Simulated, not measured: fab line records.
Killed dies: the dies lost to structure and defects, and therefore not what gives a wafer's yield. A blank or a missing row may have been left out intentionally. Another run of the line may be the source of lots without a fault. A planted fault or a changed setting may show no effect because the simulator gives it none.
Struck lot and sound lot, side by side :: flow n5-finfet :: 18 steps out of a route of 1938
Sound: wafers L534.2, L534.4, L534.5. Wafers L518.4, L518.5, L518.6 were the ones struck. At the end, the cause is stated.
Each step with rows lists, per side, the tool, then ch with its chambers, then its first start. Under that, the readings that differ: sound wafers :: struck wafers :: difference of the means :: sigmas: that difference in standard deviations of wafers without a fault.
alike: readings whose means differ by less than 2 such deviations, and words and numbers that are the same on both sides. not compared: withheld readings, readings that some wafer has no value for, bounds like >300 that may hide the same value, and numbers for which the record gives no deviation and whose values overlap.
The two part at a step that has a row with sigmas, a row that says differs or no value, or rows on one side only. Non-overlapping numbers with no deviation appear without sigmas and do not part them. Lack of a reading on every wafer of one side parts them only where that side has two or more wafers.

first, 8 steps without rows for these wafers: N5_DUMMY_GATE_DESCUM_20 (chemistry O2, time 6.2 s); N5_DUMMY_GATE_ETCH_29 (etches underlayer in N2/H2, target depth 13 nm); N5_DUMMY_GATE_ETCH_36 (etches SiARC in CF4, target depth 13 nm); N5_DUMMY_GATE_ETCH_37 (etches SOC in N2/H2, target depth 60 nm, overetch 30 nm); N5_DUMMY_GATE_STRIP_38 (strips in N2/H2); N5_DUMMY_GATE_STRIP_39 (strips in N2/H2); N5_DUMMY_GATE_TRIM_49 (chemistry O2, time 29 s, target cd 14 nm); N5_DUMMY_GATE_STRIP_40 (strips in CF4).
N5_DUMMY_GATE_ETCH_31: etches SiO2 in C4F6/O2, target depth 82.5 nm, time 27.5 s.
  sound on rie-diel-05 ch 0,1, day 8 16:23; struck on rie-diel-05 ch 0,1,2, day 4 18:21
  no value came back on the struck wafers for any of 8 readings (C4F6_flow_sccm (sccm), O2_flow_sccm (sccm) and others); on the sound wafers C4F6_flow_sccm (sccm) reads 10.04 10.04 10.02
reading: model.SOC_of_DUMMY_GATE_COAT_34.thk-nm (nm)
sound: 51.4 51.8 51.6
struck: 60 60 60
difference: +8
sigmas: 
  not compared: rf-hours-counter-h
then, 1 step without rows for these wafers: N5_DUMMY_GATE_STRIP_41 (strips in O2).
N5_DUMMY_GATE_HM_OPEN_21: chemistry CH3F/O2, target SiNx, target depth 120 nm, time 171.4 s.
  sound on rie-diel-05 ch 0,1, day 8 16:28; struck on rie-diel-05 ch 0,1,2, day 4 18:26
reading: oes-product-au (a.u.)
sound: 0.87 0.87 0.87
struck: 0.34 0.33 0.34
difference: -0.53
sigmas: -6
  alike: drypump-motor-current-A, rf-fwd-power-W, rf-vpp-V, showerhead-plenum-p-Torr, throttle-valve-pct
  not compared: rf-hours-counter-h
then, 2 steps without rows for these wafers: N5_DUMMY_GATE_ETCH_32 (etches SiO2 in CF4, target depth 3.5 nm, time 3.9 s); N5_DUMMY_GATE_ETCH_23 (etches poly-Si in HBr/Cl2/O2, target depth 41 nm, time 22.3 s).
N5_DUMMY_GATE_ETCH_44: etches poly-Si in HBr/O2, stops on SiO2, target depth 127.5 nm.
  sound on rie-si-03 ch 1,2, day 8 16:43; struck on rie-si-03 ch 1,2,3, day 4 18:41
reading: oes-product-au (a.u.)
sound: 0.726 0.713 0.727
struck: 0.377 0.363 0.373
difference: -0.351
sigmas: -29
  alike: HBr_flow_sccm, O2_flow_sccm, drypump-motor-current-A, rf-fwd-power-W, throttle-valve-pct
  not compared: rf-hours-counter-h
N5_DUMMY_GATE_CD_MEAS_24 targets a cd of 15 nm.
  sound: cd-sem-03 at day 8 16:50; struck: cd-sem-01 at day 4 18:48
reading: cd-nm (nm)
sound: 14.9 15.0 14.7
struck: - - -
difference: no value on the struck wafers
sigmas: 
then, 1 step without rows for these wafers: N5_DUMMY_GATE_ETCH_42 (etches SiO2 in CHF3/O2, target depth 3.5 nm, time 31 s).
N5_BEOL_M4_RC_MEAS_101:
  the record has rows for the sound wafers here (prober-02 ch 0, day 13 16:17) and none for the struck ones
-- a jump in the record: the struck wafers' starts before and after are 9 days apart (it breaks off in module BEOL_M4 and resumes in module PASSIVATION, where the first step shown is number 1936 of the route) --
N5_PASSIVATION_PROBE_49:
  the record has rows for the struck wafers here (prober-01, day 14 02:05) and none for the sound ones

WHERE THEY PART
At N5_DUMMY_GATE_ETCH_31 first; at N5_PASSIVATION_PROBE_49 last (within this record only).

WHY: what the simulator had put in
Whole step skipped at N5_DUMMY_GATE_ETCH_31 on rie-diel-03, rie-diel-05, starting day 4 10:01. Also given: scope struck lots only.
